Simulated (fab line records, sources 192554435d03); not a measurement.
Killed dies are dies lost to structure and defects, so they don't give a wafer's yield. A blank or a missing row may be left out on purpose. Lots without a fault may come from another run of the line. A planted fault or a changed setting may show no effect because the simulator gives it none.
fab line records | flow n5_finfet | part 2 of 2: steps 19 to 30 of 30
record lots=5 wafers=15 last_day=17
route steps=1938 shown FIN_CUT@173 STI_FIN_REVEAL@183
lots that met no fault: from a run of the same line without faults
start_h: hours from the record's first day to the start of the lot's first wafer shown | wait_h: hours since the lot's step before | " the same as in the row above | L1.1+2: a row that stands for several wafers | - no value, or no start given | * or withheld: withheld | < > ~ a bound
route shown NAME@n: a module of which the file shows steps, and the number in the route of the first | usual: mean/standard deviation of fault-free wafers | same: alike in all rows | chamber/n: place in a boat | sites: the reading at each site | _std_site: their standard deviation | _edge_site: outer sites' mean less inner sites' | radius_mm: how far each site lies from the wafer's centre | mask NAME#n: copy n | behind: the tool/chamber that last shaped the wafer | hold: why the lot was held/for how many hours/how that ended | device: the transistor (n, p or np) that didn't switch | end of line: the same wafers' tests at the end of the route | a step without rows: its recipe alone | killed: dies lost to structure and defects at the first sort, not the wafer's yield | map: a wafer's dies, x killed, . not, _ none there
set.NAME: the setting as run; set.NAME@STEP: as run at that earlier step | model.NAME: the simulator's own value behind a step, which no gauge read
lots at some steps of the route; a table a step, a row a wafer
services: from which hour (start_h, from the record's first day; less than 0 if before it) a tool's chamber was out of use, for how many hours, and why
## steps
# step N5_STI_FIN_REVEAL_STRIP_24
# recipe chemistry=N2/H2 time_s=90 power_w=100 temp_c=40 pressure_mtorr=100 rf_frequency_hz=6e+07 bias_power_w=3 n2_flow_sccm=300 h2_flow_sccm=300
# usual bias_power_w=3.000/0.0082 drypump_motor_current_A=5.9/0.52 oes_product_au=0.79/0.085 rf_vpp_V=45.6/0.87 showerhead_plenum_p_Torr=3.44/0.12 throttle_valve_pct=12.19/0.24
# columns lot.wafer tool chamber start_h wait_h bias_power_w drypump_motor_current_A oes_product_au rf_hours_counter_h rf_vpp_V showerhead_plenum_p_Torr throttle_valve_pct
L078.1 rie_diel-02 0 59.78 0.0 2.993 6.2 0.76 142 45.1 3.51 12.15
L078.4 " 2 " " 3.007 6.1 0.73 - 44.4 3.21 12.51
L078.6 " 3 " " 2.991 5.8 0.87 - 45.1 3.56 12.22
L080.1 rie_diel-05 2 70.04 0.0 3.006 5.9 0.73 189 46.3 3.49 12.06
L080.2 " 1 " " 2.989 4.9 0.96 8 44.2 3.31 11.71
L080.4 " 0 " " 2.990 5.7 0.79 89 45.2 3.56 12.30
L082.2 rie_diel-05 1 81.19 0.0 3.003 4.9 0.94 12 45.0 3.31 11.71
L082.5 " 0 " " 3.004 5.7 0.77 - 44.7 3.56 12.30
L082.6 " 1 " " 2.998 4.9 0.95 - 46.4 3.31 11.70
L085.2 rie_diel-03 2 106.08 0.0 2.990 5.8 0.98 0 46.2 3.61 12.17
L085.3 " 3 " " 3.010 6.1 0.79 126 45.1 3.38 12.17
L085.6 " 0 " " 3.005 6.4 0.70 - 46.1 3.46 12.39
L094.1 rie_diel-02 2 154.60 0.0 2.995 6.1 0.70 241 45.6 3.20 12.58
L094.3 " 3 " " 2.998 5.8 0.83 85 46.1 3.55 12.30
L094.4 " 1 " " 3.003 5.0 0.90 27 44.3 3.32 12.06
# step N5_STI_FIN_REVEAL_PRECLEAN_25
# recipe chemistry=SPM time_s=90 temp_c=120 mix=4:1
# columns lot.wafer tool chamber start_h wait_h
L078.1+4+6 wet_bench-05 3,5,0 59.90 0.1
L080.1+2+4 wet_bench-05 2,1,6 70.17 0.1
L082.2+5+6 wet_bench-06 3,6,5 81.32 0.1
L085.2+3+6 wet_bench-06 2,1,7 106.23 0.1
L094.1+3+4 wet_bench-06 6,3,1 154.72 0.1
# step N5_STI_FIN_REVEAL_PRECLEAN_26
# recipe chemistry=SC1 time_s=45 temp_c=46 mix=1:2:100
# columns lot.wafer tool chamber start_h wait_h
L078.1+4+6 wet_bench-05 3,5,0 59.93 0.0
L080.1+2+4 wet_bench-05 2,1,6 70.19 0.0
L082.2+5+6 wet_bench-06 3,6,5 81.35 0.0
L085.2+3+6 wet_bench-06 2,1,7 106.26 0.0
L094.1+3+4 wet_bench-06 6,3,1 154.75 0.0
# step N5_STI_FIN_REVEAL_PRECLEAN_29
# recipe chemistry=DHF time_s=30 temp_c=25 dilution=300:1
# columns lot.wafer tool chamber start_h wait_h
L078.1+4+6 wet_bench-05 3,5,0 59.94 0.0
L080.1+2+4 wet_bench-05 2,1,6 70.21 0.0
L082.2+5+6 wet_bench-06 3,6,5 81.36 0.0
L085.2+3+6 wet_bench-06 2,1,7 106.27 0.0
L094.1+3+4 wet_bench-06 6,3,1 154.76 0.0
# step N5_STI_FIN_REVEAL_SRD_12
# recipe time_s=30 temp_c=23 rinse_liquid=diw dry=ipa_marangoni
# columns lot.wafer tool chamber start_h wait_h
L078.1+4+6 wet_bench-05 3,5,0 59.95 0.0
L080.1+2+4 wet_bench-05 2,1,6 70.21 0.0
L082.2+5+6 wet_bench-06 3,6,5 81.37 0.0
L085.2+3+6 wet_bench-06 2,1,7 106.28 0.0
L094.1+3+4 wet_bench-06 6,3,1 154.77 0.0
# step N5_STI_FIN_REVEAL_RECESS_09
# recipe chemistry=HF/NH3 target=SiO2 afs_cycles=11 target_depth_a=425 temp_c=30 sublimation_temp_c=180 sublimation_time_s=60
# usual drypump_motor_current_A=5.5/0.52
# columns lot.wafer tool chamber start_h wait_h drypump_motor_current_A
L078.1 vapor_etch-01 1 60.00 0.0 5.5
L078.4 " 0 " " 5.1
L078.6 " 1 " " 5.5
L080.1 vapor_etch-01 1 70.26 0.0 5.5
L080.2 " 0 " " 5.1
L080.4 " 1 " " 5.5
L082.2 vapor_etch-02 0 81.41 0.0 5.1
L082.5 " 1 82.83 1.4 6.3
L082.6 " 0 " " 5.0
L085.2 vapor_etch-01 1 106.33 0.0 5.5
L085.3 " 1 " " 5.5
L085.6 " 1 " " 5.5
L094.1 vapor_etch-02 1 154.82 0.0 6.4
L094.3 " 0 " " 5.0
L094.4 " 1 " " 6.3
# step N5_STI_FIN_REVEAL_STRIP_16
# recipe chemistry=H3PO4 material=SiNx temp_c=165 target_depth_a=238 overetch_fraction=0.4964 dry=ipa_marangoni
# columns lot.wafer tool chamber start_h wait_h
L078.1+4+6 wet_bench-03 6,2,4 61.61 1.1
L080.1+2+4 wet_bench-05 5,6,4 71.88 1.1
L082.2+5+6 wet_bench-06 6,1,4 83.56 1.4
L085.2+3+6 wet_bench-06 5,0,7 107.94 1.1
L094.1+3+4 wet_bench-05 7,0,5 156.43 1.1
# step N5_STI_FIN_REVEAL_PRECLEAN_17
# recipe chemistry=NF3:NH3 afs_cycles=1 temp_c=30 time_s=20 sublimation_temp_c=180 sublimation_time_s=60 pressure_torr=3 rf_power_w=30
# columns lot.wafer tool chamber start_h wait_h
L078.1+4+6 remote_plasma-02 0 61.93 0.0
L080.1+2+4 remote_plasma-01 1 72.15 0.0
L082.2+5+6 remote_plasma-02 1 83.88 0.1
L085.2+3+6 remote_plasma-01 1 108.27 0.1
L094.1+3+4 remote_plasma-01 1 156.71 0.0
# step N5_STI_FIN_REVEAL_ETCH_34
# recipe chemistry=H2 mode=isotropic material=Si target=Si target_depth_a=9.7 temp_c=20 pressure_mtorr=4.5 icp_w=300 bias_w=0 h2_flow_sccm=7.5 he_flow_sccm=142.5
# usual drypump_motor_current_A=5.8/0.46 oes_product_au=1.010/0.019 throttle_valve_pct=25.8/0.43
# columns lot.wafer tool chamber start_h wait_h drypump_motor_current_A oes_product_au rf_hours_counter_h throttle_valve_pct
L078.1 rie_si-05 3 62.15 0.2 6.1 0.992 37 25.5
L078.4 " 0 " " 5.3 1.029 202 25.5
L078.6 " 0 " " 5.3 1.022 - 25.5
L080.1 rie_si-04 1 72.35 0.2 5.7 1.013 39 25.2
L080.2 " 2 " " 6.4 1.034 109 26.0
L080.4 " 3 " " 5.4 1.029 140 26.0
L082.2 rie_si-04 3 84.06 0.1 5.4 1.015 140 26.0
L082.5 " 0 " " 5.9 0.989 - 25.5
L082.6 " 1 " " 5.8 1.016 - 25.2
L085.2 rie_si-05 2 108.44 0.1 6.7 0.997 2 26.5
L085.3 " 3 " " 6.1 0.992 38 25.5
L085.6 " 1 " " 6.0 1.021 - 26.6
L094.1 rie_si-04 2 156.91 0.2 6.4 1.030 110 26.1
L094.3 " 0 " " 5.9 0.991 25 25.5
L094.4 " 1 " " 5.8 1.016 40 25.2
# step N5_STI_FIN_REVEAL_OXIDATION_31
# recipe chemistry=O2_PLASMA_REMOTE temp_c=150 time_s=20 pressure_mtorr=1000 source_power_w=2000 o2_flow_sccm=3000
# usual drypump_motor_current_A=5.6/0.51 heater_power_w=144/11
# columns lot.wafer tool chamber start_h wait_h drypump_motor_current_A heater_power_w rf_hours_counter_h
L078.1 plasma_asher-02 0 62.26 0.1 6.1 148 34
L078.4 " 0 " " 6.1 147 -
L078.6 " 1 " " 5.9 144 -
L080.1 plasma_asher-02 0 72.41 0.0 6.1 149 37
L080.2 " 1 " " 5.9 144 37
L080.4 " 0 " " 6.1 150 -
L082.2 plasma_asher-01 0 84.12 0.0 5.6 155 88
L082.5 " 0 " " 5.6 155 -
L082.6 " 1 " " 4.7 122 -
L085.2 plasma_asher-01 0 108.50 0.0 5.6 156 93
L085.3 " 1 " " 4.8 124 -
L085.6 " 0 " " 5.6 152 -
L094.1 plasma_asher-02 0 156.97 0.0 6.1 151 54
L094.3 " 1 " " 5.9 144 -
L094.4 " 0 " " 6.1 150 -
# step N5_STI_FIN_REVEAL_PRECLEAN_32
# recipe chemistry=NF3:NH3 afs_cycles=1 temp_c=30 time_s=20 sublimation_temp_c=180 sublimation_time_s=60 pressure_torr=3 rf_power_w=30
# columns lot.wafer tool chamber start_h wait_h
L078.1+4+6 remote_plasma-02 1 62.34 0.1
L080.1+2+4 remote_plasma-02 1 72.49 0.1
L082.2+5+6 remote_plasma-02 0 84.23 0.1
L085.2+3+6 remote_plasma-02 1 108.61 0.1
L094.1+3+4 remote_plasma-02 1 157.05 0.1
# step N5_STI_FIN_REVEAL_STRIP_35
# recipe chemistry=H3PO4 material=Si3N4 temp_c=165 target_depth_a=40 time_s=39
# columns lot.wafer tool chamber start_h wait_h
L078.1+4+6 wet_bench-03 2,7,0 62.55 0.2
L080.1+2+4 wet_bench-05 1,5,0 72.70 0.2
L082.2+5+6 wet_bench-03 0,5,6 84.41 0.2
L085.2+3+6 wet_bench-06 7,3,2 108.79 0.2
L094.1+3+4 wet_bench-05 4,0,2 157.26 0.2
## services
# columns tool chamber start_h hours kind
rie_diel-03 - 31.94 14.6 pm
rtp_anneal-02 - 37.27 3.0 pm
rie_si-02 - 40.99 0.9 repair
rie_diel-04 1 46.04 2.6 repair
cmp-01 - 46.93 4.0 pm
rie_diel-03 1 48.64 15.8 repair
fcvd-02 1 49.27 14.8 repair
rie_diel-06 2 57.16 4.2 repair
plasma_asher-01 - 60.53 2.8 pm
rie_si-05 - 64.55 15.6 pm
rie_diel-01 0 66.08 1.5 repair
rie_si-03 1 67.28 5.5 repair
ald_sin-01 2 75.89 7.2 repair
ald_sin-02 2 82.74 2.1 repair
cmp-01 - 93.90 1.4 repair
wet_bench-03 - 122.01 0.5 repair
rie_diel-02 3 127.94 2.0 repair
remote_plasma-02 - 128.91 1.0 repair
fcvd-02 - 133.21 0.6 repair
wet_bench-01 - 133.49 1.7 repair
vapor_etch-01 - 141.96 0.2 repair
wet_bench-05 - 149.47 1.5 repair
remote_plasma-02 - 155.61 1.0 repair
ald_sin-03 2 156.64 36.8 repair
